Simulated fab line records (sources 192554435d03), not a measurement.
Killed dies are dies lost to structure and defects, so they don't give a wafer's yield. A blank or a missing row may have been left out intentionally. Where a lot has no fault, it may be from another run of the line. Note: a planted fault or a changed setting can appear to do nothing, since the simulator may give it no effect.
Split-lot study -- flow n5-finfet -- on a route of 1938 steps: 7 lots, 21 wafers read

== ON THE SPLIT ==
At N5_BEOL_M6_ETCH_66 (etches SOC in N2/H2, target depth 80 nm, overetch 16 nm, time 120 s), the setting bias-w was moved away from the recipe's 150 W on 5 of the 21 wafers read, by -13.1% to +7.4%. This setting was run at the recipe's value on the other wafers.

The split's own step is where the reading is taken.

== THE READING ==
rf-vpp-V, in V, at N5_BEOL_M6_ETCH_66 (etches SOC in N2/H2, target depth 80 nm, overetch 16 nm, time 120 s). On this fab line, fault-free wafers typically give 522.3 V with a standard deviation of 1.1 V.

wafer,"tool, chamber at the split","bias-w as run, W",against the recipe,"rf-vpp-V, V",against lot-mates on the recipe
L079.1,"rie-diel-05, 0",136.3,-9.1%,492.3,-31.7
L079.3,"rie-diel-05, 2",136.3,-9.1%,490.1,-33.9
L079.6,"rie-diel-05, 1",150,recipe,524.0,-
L080.1,"rie-diel-02, 0",150,recipe,520.6,-
L080.3,"rie-diel-02, 1",150,recipe,522.9,-
L080.5,"rie-diel-02, 2",150,recipe,523.5,-
L090.2,"rie-diel-02, 1",150,recipe,523.4,-
L090.3,"rie-diel-02, 2",150,recipe,523.3,-
L090.4,"rie-diel-02, 3",150,recipe,523.2,-
L093.1,"rie-diel-01, 1",150,recipe,521.7,-
L093.2,"rie-diel-01, 0",150,recipe,520.2,-
L093.4,"rie-diel-01, 2",150,recipe,521.5,-
L095.3,"rie-diel-05, 0",150,recipe,522.4,-
L095.5,"rie-diel-05, 0",150,recipe,521.5,-
L095.6,"rie-diel-05, 2",156.8,+4.5%,534.2,+12.2
L096.1,"rie-diel-02, 1",150,recipe,524.2,-
L096.3,"rie-diel-02, 0",150,recipe,521.6,-
L096.5,"rie-diel-02, 0",130.3,-13.1%,476.8,-46.1
L097.3,"rie-diel-01, 2",150,recipe,521.6,-
L097.5,"rie-diel-01, 2",161.1,+7.4%,545.9,+24.1
L097.6,"rie-diel-01, 0",150,recipe,521.9,-

FIT RESULTS
A straight line over all 21 wafers: rf-vpp-V changes by +3.35 V for each +1% of bias-w; r = +1.00; the points scatter about the line by 1.4 V.
The same after taking each lot's own level away (the mean of its wafers on the recipe; 21 wafers): +3.45 V for each +1%; r = +1.00; scatter 1.2 V.
That fit puts the effect of the largest move of bias-w on the reading at 45 V.
The lots' own levels span 521.13 to 524.00 V, that is 2.6 times the standard deviation above.
The two slopes are in agreement: the lot-to-lot level therefore moves the slope only a little.
Check: for one of the wafers moved furthest among these (-13.1%), held out of the fit, the line's prediction against its lot-mates is -45.4 V. Against them it came out at -46.1 V.
Tool readings at the split's step, against how far the setting was moved: rf-vpp-V r = +1.00.

== FURTHER SPLITS ON THESE WAFERS ==
Before the reading, these wafers also passed through other splits. Each is held against what the fit with the lots' levels taken away leaves over:
other split on the same wafers,wafers away from the commonest value,r with rf-vpp-V (lot level and that fit taken away)
N5_BEOL_M4_DESCUM_33 time-s,7,+0.16
N5_BEOL_M4_ALD_98 temp-c,9,-0.57
N5_BEOL_M5_COAT_66 spin-rpm,6,-0.22
N5_BEOL_M5_COAT_22 spin-rpm,10,-0.07
N5_BEOL_M6_HM_DEP_02 target-thk-a,7,+0.35
N5_BEOL_M6_COAT_60 temp-c,3,+0.10

== THE WHOLE CHAIN: every reading that the file lists as answering this split, in the file's order ==
step,what it does,reading,change (the file's fit),r (the file's)
N5_BEOL_M6_ETCH_66,"etches SOC in N2/H2, target depth 80 nm, overetch 16 nm, time 120 s",rf-vpp-V,+3.44 V for each +1% of the setting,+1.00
N5_BEOL_M6_ETCH_66,"etches SOC in N2/H2, target depth 80 nm, overetch 16 nm, time 120 s","SiARC_of_BEOL_M6_COAT_64.thk-nm (the simulator's own value, which no gauge read)",-0.0749 nm for each +1% of the setting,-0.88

== FILE'S OWN FIT ==
rf-vpp-V changes by +3.44 V for each +1% of bias-w, r = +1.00.
